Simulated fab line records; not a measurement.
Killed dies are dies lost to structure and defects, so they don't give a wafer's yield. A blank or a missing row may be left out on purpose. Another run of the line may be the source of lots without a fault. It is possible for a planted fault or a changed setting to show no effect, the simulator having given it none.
Which tool was responsible?    flow nandHarc    Sampling: 6 lots, 18 wafers, 5 of 1159 route steps

WHAT THE GAUGES READ, wafer by wafer
NHARC_END_SORT_01.
lot    measured    on    killedAtArray

WHICH TOOL RAN EACH LOT (tool, then ch and the chambers of the sampled wafers, then the start)
lot   NHARC_A_STAIRCASE_STRIP_205          NHARC_A_STAIRCASE_ETCH_223                    NHARC_A_STAIRCASE_ETCH_225                    NHARC_A_STAIRCASE_TRIM_229
L551  plasmaAsher-01 ch 0, day 12 00:14    rieDiel-11 ch 0,2,3, day 12 02:47 or earlier  rieDiel-11 ch 1,2,3, day 12 02:47 or earlier  rieDiel-09 ch 0,1, day 12 02:47
L554  plasmaAsher-01 ch 0,1, day 13 01:01  rieDiel-11 ch 0,1,3, day 13 03:49 or earlier  rieDiel-11 ch 0,1,2, day 13 03:49 or earlier  rieDiel-09 ch 0,3, day 13 03:49
L556  plasmaAsher-01 ch 0,1, day 13 11:36  rieDiel-13 ch 2,3, day 13 14:20 or earlier    rieDiel-13 ch 0,2,3, day 13 14:20 or earlier  rieDiel-09 ch 1,2, day 13 14:20
L558  plasmaAsher-01 ch 0,1, day 14 08:49  rieDiel-09 ch 0,1, day 14 11:31 or earlier    rieDiel-09 ch 0,1,3, day 14 11:31 or earlier  rieDiel-09 ch 0,1,3, day 14 11:31
L563  plasmaAsher-01 ch 0,1, day 15 02:13  rieDiel-11 ch 1,3, day 15 04:55 or earlier    rieDiel-11 ch 0,2,3, day 15 04:55 or earlier  rieDiel-11 ch 0,1,3, day 15 04:55
L570  plasmaAsher-02 ch 0,1, day 16 21:34  rieDiel-13 ch 1,2, day 17 01:13 or earlier    rieDiel-13 ch 0,3, day 17 01:13 or earlier    rieDiel-13 ch 0,1,3, day 17 01:13
- NHARC_A_STAIRCASE_STRIP_205: strips in O2.
- NHARC_A_STAIRCASE_ETCH_223: etches the open film in C4F8/O2, target depth 100 nm, time 40.5 s.
- NHARC_A_STAIRCASE_ETCH_225: etches the open film in C4F8/O2, target depth 100 nm, time 40.5 s.
- NHARC_A_STAIRCASE_TRIM_229: chemistry O2, time 211.2 s.

THE ANSWER, worked out from the rows above alone
Rule: the lots themselves supply what counts as usual. Put in order of their means at a reading, lots are off if they are a third of the lots or fewer, leave a main group of 4 or more, and stand apart from it by a gap of 3 or more times the standard deviation of the main group's means; of several such gaps the widest counts. Not used: any main group whose means are identical at the precision the tables above print for the reading. Also off: a lot with no number at a reading for which 4 or more lots have one. The other lots that the step has rows for count as sound.
No lot is off on any of the readings shown, so nothing can be concluded from this.

WHAT HAD BEEN PUT IN BY THE SIMULATOR
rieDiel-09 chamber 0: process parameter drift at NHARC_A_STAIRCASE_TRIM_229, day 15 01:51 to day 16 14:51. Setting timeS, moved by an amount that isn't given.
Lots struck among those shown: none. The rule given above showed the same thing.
